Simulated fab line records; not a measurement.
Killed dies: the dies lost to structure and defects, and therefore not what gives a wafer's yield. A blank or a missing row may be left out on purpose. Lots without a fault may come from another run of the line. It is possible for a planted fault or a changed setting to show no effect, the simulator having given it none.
A struck lot beside a sound one / flow nand-harc / 41 steps out of a route of 1159
Sound: these wafers, L181.1, L181.2, L181.4. Struck: wafer L194.5 (left out: L194.1, L194.6 of the same lot, which were not struck); the cause appears at the end.
Order at every step that has rows: each side's tool, ch and its chambers, its first start. Under that, the readings that differ: sound wafers / struck wafers / difference of the means / sigmas: that difference in standard deviations of wafers without a fault.
alike: readings whose means differ by less than 2 such deviations, and words and numbers that are the same on both sides. not compared: withheld readings, readings that some wafer has no value for, bounds like >300 that may hide the same value, and numbers for which the record gives no deviation and whose values overlap.
A row with sigmas, a row that says differs or no value, or rows on one side alone: a step with any of these is where the two part. When numbers do not overlap yet have no deviation, they are printed without sigmas and do not part them. A reading that every wafer of one side lacks parts them only if that side has two wafers or more.

first, 1 step without rows for these wafers: NHARC_A_M1_DEVELOP_08 (develop time 35 s).
NHARC_A_M1_CD_MEAS_09 targets a cd of 120 nm.
  sound on cd-sem-02 ch 0, day 18 10:59; struck on cd-sem-01 ch 0, day 22 05:02
  alike: cd-nm
NHARC_A_M1_OVL_MEAS_10: pitch 240 nm.
  struck on overlay-02, day 22 05:07; sound on overlay-02, day 18 11:04
  alike: overlay-x-nm, overlay-y-nm
NHARC_A_M1_INSPECT_11:
  struck on defect-inspect-01, day 22 05:10; sound on defect-inspect-02, day 18 11:07
  alike: raw-defect-count
then, 2 steps without rows for these wafers: NHARC_A_M1_DESCUM_14 (chemistry O2, time 3 s); NHARC_A_M1_ETCH_35 (etches the open film in N2/H2, target depth 40 nm, overetch 12 nm, time 43.94 s).
NHARC_A_M1_ETCH_15: etches the open film in C4F8/Ar, target depth 182.5 nm, time 91.2 s.
  sound: rie-diel-02 ch 0,1,2; struck: rie-diel-12 ch 3
  alike: oes-product-au, rf-fwd-power-W, rf-vpp-V
  not compared: rf-hours-counter-h
NHARC_A_M1_CD_MEAS_16:
  struck on cd-sem-02, day 22 05:31; sound on cd-sem-02, day 18 11:29
  alike: cd-nm
then, 1 step without rows for these wafers: NHARC_A_M1_STRIP_18 (strips in N2/H2).
NHARC_A_M1_ETCH_28: etches the open film in CF4/N2, target depth 30 nm, time 72.99 s.
  sound: rie-diel-12 ch 0,1,3; struck: rie-diel-12 ch 2
reading=rf-vpp-V (V); sound=312.9 313.5 314.5; struck=318.1; difference=+4.5; sigmas=+2
reading=showerhead-plenum-p-Torr (Torr); sound=2.56 2.57 2.63; struck=2.79; difference=+0.20; sigmas=+2
  alike: drypump-motor-current-A, oes-product-au, rf-fwd-power-W, throttle-valve-pct
  not compared: rf-hours-counter-h
then, 1 step without rows for these wafers: NHARC_A_M1_STRIP_19 (strips in post etch residue remover, time 600 s).
NHARC_A_M1_DEGAS_29: time 60 s.
  struck on pvd-sputter-01, day 22 06:14; sound on pvd-sputter-03, day 18 12:16
  alike: heater-power-w
NHARC_A_M1_PRE_CLEAN_30: time 30 s.
  struck on pvd-sputter-01, day 22 06:19; sound on pvd-sputter-03, day 18 12:19
  alike: heater-power-w
then, 1 step without rows for these wafers: NHARC_A_M1_PVD_20 (deposits TaN, target thk 5 nm, time 8.06 s).
NHARC_A_M1_PVD_21: deposits Cu, target thk 30 nm, time 20.49 s.
  sound on pvd-sputter-03; struck on pvd-sputter-01
  alike: substrate-temp-c, throttle-valve-pct
then, 3 steps without rows for these wafers: NHARC_A_M1_ECD_22 (material Cu, target thk 400 nm); NHARC_A_M1_ANNEAL_31 (time 90 s); NHARC_A_M1_CMP_23 (polishes, t overpolish 20 s, target thk 154.34 nm).
NHARC_A_M1_THK_MEAS_24: measures by xrf.
  struck on film-metro-02, day 22 07:40; sound on film-metro-02, day 18 13:43
  alike: thk-nm
then, 4 steps without rows for these wafers: NHARC_A_M1_SRD_25; NHARC_A_M1_PRE_CLEAN_32 (time 12 s); NHARC_A_M1_DEP_33 (deposits SiCN, target thk 30 nm); NHARC_A_BONDPAD_DEP_00 (deposits SiCN, target thk 250 nm).
NHARC_A_BONDPAD_CMP_29: polishes SiCN, target thk 200 nm.
  sound on cmp-01 ch 0,2,3, day 18 14:59; struck on cmp-01 ch 1, day 22 09:10
  alike: motor-current-A, slurry-filter-dp-kPa
NHARC_A_BONDPAD_THK_MEAS_30: measures by ellipsometry.
  struck on film-metro-01, day 22 09:23; sound on film-metro-02, day 18 15:14
  alike: thk-nm
then, 10 steps without rows for these wafers: NHARC_A_BONDPAD_SRD_31; NHARC_A_BONDPAD_DEHYDRATE_01 (time 120 s); NHARC_A_BONDPAD_HMDS_02 (time 30 s); NHARC_A_BONDPAD_COAT_33 (time 65 s); NHARC_A_BONDPAD_COAT_03 (resist thk 600 nm); NHARC_A_BONDPAD_SOFTBAKE_04 (time 70 s); NHARC_A_BONDPAD_EBR_05; NHARC_A_BONDPAD_EXPOSE_06 (exposes mask A BPAD); NHARC_A_BONDPAD_PEB_07 (peb time 80 s); NHARC_A_BONDPAD_DEVELOP_08 (time 50 s).
NHARC_A_BONDPAD_CD_MEAS_09 targets a cd of 500 nm.
  sound on cd-sem-03 ch 0, day 18 15:41; struck on cd-sem-02 ch 0, day 22 09:58
  alike: cd-nm
NHARC_A_BONDPAD_OVL_MEAS_35:
  struck on overlay-01, day 22 10:04; sound on overlay-02, day 18 15:46
reading=overlay-y-nm (nm); sound=-11 -10 -10; struck=12; difference=+22; sigmas=+3
  alike: overlay-x-nm
then, 3 steps without rows for these wafers: NHARC_A_BONDPAD_HARDBAKE_10 (time 65 s); NHARC_A_BONDPAD_DESCUM_11 (chemistry O2, time 3 s); NHARC_A_BONDPAD_ETCH_34 (etches the open film in N2/H2, target depth 60 nm, overetch 18 nm, time 65.91 s).
NHARC_END_SORT_01:
  sound on prober-02 ch 0, day 20 09:52; struck on prober-02 ch 0, day 24 08:23
reading=defect-limited-yield (%); sound=96.2 95.3 95.9; struck=85.4; difference=-10.4; sigmas=-8
reading=killed-at-array; sound=22 27 24; struck=95; difference=+71; sigmas=+8
reading=killed-dies; sound=26 32 28; struck=99; difference=+70; sigmas=+8
reading=sort_bin_2_pct (%); sound=1.0 1.0 1.9; struck=5.8; difference=+4.5; sigmas=+8
reading=sort_bin_3_pct (%); sound=0.15 0.15 0.15; struck=2.81; difference=+2.66; sigmas=+15
reading=sort_bin_4_pct (%); sound=2.7 3.5 2.1; struck=6.1; difference=+3.3; sigmas=+4
reading=sort-n-pass; sound=651 645 649; struck=578; difference=-70; sigmas=-8
reading=sort-rim-yield-pct (%); sound=98.1 94.3 98.1; struck=85.8; difference=-11.0; sigmas=-5
reading=sort-yield-pct (%); sound=96.2 95.3 95.9; struck=85.4; difference=-10.4; sigmas=-8
  alike: killed-at-other, killed-at-periphery, killed-open, killed-short

== WHERE THEY PART ==
First at NHARC_A_M1_ETCH_28; last, within this record, at NHARC_END_SORT_01.

WHY: what had been put in by the simulator
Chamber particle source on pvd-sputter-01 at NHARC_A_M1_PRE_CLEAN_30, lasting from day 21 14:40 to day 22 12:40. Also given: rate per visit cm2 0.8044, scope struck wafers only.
